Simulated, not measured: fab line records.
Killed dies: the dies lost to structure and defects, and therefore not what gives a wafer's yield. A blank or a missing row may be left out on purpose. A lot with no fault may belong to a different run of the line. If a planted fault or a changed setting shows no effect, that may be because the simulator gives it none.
Which tool did it? -- flow n5-finfet -- 27 wafers from 9 lots sampled at 3 of the route's 1938 steps

== WHAT EACH GAUGE READ, for each wafer ==
N5_BEOL_M4_RC_MEAS_101. Usual: DIBL_N 35.1 mV/V, standard deviation 1.6; DIBL_P 34.9 mV/V, standard deviation 1.8; IOFF_N 0.143 nA/um, standard deviation 0.026; IOFF_P 0.21 nA/um, standard deviation 0.037; ION_N 671 uA/um, standard deviation 11; ION_P 463 uA/um, standard deviation 7.8; SS_N 71.2 mV/dec, standard deviation 0.58; SS_P 73.0 mV/dec, standard deviation 0.54; VT_N 251 mV, standard deviation 3; VT_P -250 mV, standard deviation 4.1.
lot,measured,on,DIBL_N (mV/V),DIBL_P (mV/V),IOFF_N (nA/um),IOFF_P (nA/um),ION_N (uA/um),ION_P (uA/um),SS_N (mV/dec),SS_P (mV/dec),VT_N (mV),VT_P (mV),flag
L860,day 9 04:28,prober-01,33.5 33.3 34.0,33.1 32.9 33.4,0.131 0.129 0.138,0.17 0.17 0.16,676 670 675,461 453 460,71.2 71.2 70.9,72.3 73.0 73.1,249 251 253,-254 -255 -254,
L861,day 9 06:34,prober-01,31.5 35.8 33.8,31.2 35.1 33.7,0.092 0.149 0.122,0.12 0.16 0.15,661 655 663,455 450 453,69.7 71.0 70.4,72.1 72.9 73.3,259 251 252,-260 -255 -256,
L862,day 9 19:20,prober-02,33.6 31.6 31.3,34.0 31.3 31.5,0.139 0.109 0.106,0.22 0.18 0.18,672 659 655,467 467 457,71.6 70.8 70.6,73.1 71.9 71.9,250 252 253,-246 -249 -247,
L863,day 11 01:00,prober-01,34.3 35.9 33.5,35.1 36.5 34.4,0.135 0.155 0.131,0.20 0.23 0.20,681 691 668,467 467 469,71.2 71.6 71.2,73.2 73.7 72.3,254 251 252,-248 -246 -250,
L866,day 11 08:31,prober-02,35.2 36.0 34.7,34.4 35.8 34.0,0.143 0.156 0.136,0.19 0.21 0.19,676 678 671,462 466 462,71.2 72.0 71.2,73.3 74.1 73.2,252 249 251,-253 -250 -253,
L875,day 13 23:04,prober-01,34.1 34.5 34.7,34.2 33.9 36.2,0.138 0.140 0.165,0.20 0.19 0.24,668 670 696,462 459 477,70.5 71.0 71.9,73.2 73.2 73.1,251 253 246,-247 -249 -246,
L873,day 13 23:33,prober-02,34.6 35.2 35.7,33.5 34.0 33.9,0.104 0.122 0.121,0.17 0.18 0.18,647 660 653,447 455 454,71.2 70.7 70.8,73.7 73.1 73.1,256 254 256,-256 -253 -253,
L879,day 15 03:55,prober-01,37.5 35.5 36.4,36.4 34.0 35.6,0.162 0.135 0.157,0.26 0.23 0.25,673 673 677,469 466 476,71.4 71.0 71.7,73.5 73.5 74.0,252 251 250,-244 -247 -243,
L880,day 15 04:52,prober-01,35.0 34.8 35.2,35.3 36.6 35.1,0.138 0.135 0.132,0.21 0.23 0.21,667 661 677,463 462 474,71.1 71.2 71.0,73.1 73.1 73.1,249 249 249,-248 -247 -248,

N5_BEOL_M9_OVL_MEAS_12. Usual: for M9_OVL the level is -0.5 nm and the standard deviation is 0.78.
lot,measured,on,M9_OVL (nm),flag
L860,day 11 05:07,overlay-02,0.9 0.0 -0.2,
L861,day 11 14:04,overlay-02,-1.1 -1.0 -0.9,
L862,day 12 07:49,overlay-01,0.2 -0.2 0.6,
L863,day 13 01:29,overlay-02,-1.4 -1.8 -1.6,
L866,day 13 03:29,overlay-01,-1.2 -1.3 -1.5,
L875,day 16 02:56,overlay-01,-0.1 -1.8 -1.3,
L873,day 15 20:12,overlay-02,0.8 0.2 0.9,
L879,day 17 00:53,overlay-02,-1.1 -0.1 0.6,
L880,day 17 02:17,overlay-01,-0.2 0.5 -0.7,

N5_BEOL_M9_INSPECT_13: inspects for defects (brightfield). Usual: raw-defect-count reads 389 (standard deviation 80).
lot,measured,on,raw-defect-count,flag
L860,day 11 05:08,defect-inspect-01,366 435 429,
L861,day 11 14:05,defect-inspect-02,401 261 345,
L862,day 12 07:50,defect-inspect-02,442 520 497,
L863,day 13 01:31,defect-inspect-01,215 282 243,
L866,day 13 03:30,defect-inspect-01,311 496 446,
L875,day 16 02:58,defect-inspect-01,470 469 443,
L873,day 15 20:13,defect-inspect-01,433 485 329,
L879,day 17 00:55,defect-inspect-01,378 437 391,
L880,day 17 02:19,defect-inspect-02,394 346 436,

== WHICH TOOL RAN EACH LOT (tool, then ch and the chambers of the sampled wafers, then the start) ==
Before these readings, the record contains no process step.

== AS READ BY THE TOOLS THEMSELVES (means over the sampled wafers that have a number; for cases with no such wafer, the mark the record gives instead) ==
The record holds no such reading with a usual standard deviation.

== THE ANSWER, worked out from the rows above alone ==
Rule: a lot counts as off when the mean over its wafers that have a number is more than 3 standard deviations away from the usual mean. Also off: a lot with no number at a reading for which 4 or more lots have one. The other lots that the step has rows for count as sound. The gauges are gone through in route order, then the tools' own readings, and for those a lot's mean is taken as printed above. At the first step where some lot is off, the reading lying furthest off is the one used; lots without a number count as furthest.
No lot is off at any reading shown: from this, nothing can be told.

== WHAT WAS PUT IN BY THE SIMULATOR ==
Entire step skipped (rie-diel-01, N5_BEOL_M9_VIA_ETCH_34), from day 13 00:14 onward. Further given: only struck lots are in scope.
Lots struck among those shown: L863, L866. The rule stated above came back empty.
